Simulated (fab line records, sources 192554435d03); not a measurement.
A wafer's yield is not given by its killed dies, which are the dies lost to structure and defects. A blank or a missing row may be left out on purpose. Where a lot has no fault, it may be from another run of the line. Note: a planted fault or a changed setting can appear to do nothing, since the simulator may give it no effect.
Chamber matching | flow n5Finfet | N5_BEOL_M7_STRIP_19 on rieDiel-05 has 4 sister chambers
The step strips in O2. 4 wafers are shown with their chamber, then 7 later ones without.

== WAFERS WITH THEIR CHAMBER ==
wafer  | chamber | showerheadPlenumPTorr (Torr)
L088.3 | 1       | 2.20
L088.6 | 2       | 2.25
L089.2 | 3       | 2.14
L089.3 | 0       | 2.07

== WAFERS WHOSE CHAMBER IS MISSING ==
wafer  | showerheadPlenumPTorr (Torr)
L089.5 | 2.07
L095.2 | 2.07
L095.3 | 2.19
L095.6 | 2.14
L093.1 | 2.14
L093.2 | 2.25
L093.6 | 2.25

== WHICH CHAMBER EACH ONE RAN IN ==
wafer  | from the rows above | in truth
L089.5 | 0                   | 0
L095.2 | 0                   | 0
L095.3 | 1                   | 1
L095.6 | 3                   | 3
L093.1 | 3                   | 3
L093.2 | 2                   | 2
L093.6 | 2                   | 2
Placed correctly: 7 of 7. Not placeable from these rows: 0. Wrongly placed: 0.
How it was worked out, from the rows above alone: a wafer's distance from a chamber is the root of the sum, over the readings, of the square of ((its reading less the chamber's mean) divided by the reading's scatter). The wafer belongs to the nearest chamber; if the next one is less than 2 further off, it can't be placed. The mean given for a chamber averages the wafers shown for that chamber. The scatter: root of mean squared gap, hidden wafer to nearest shown wafer, with one shown wafer a chamber.
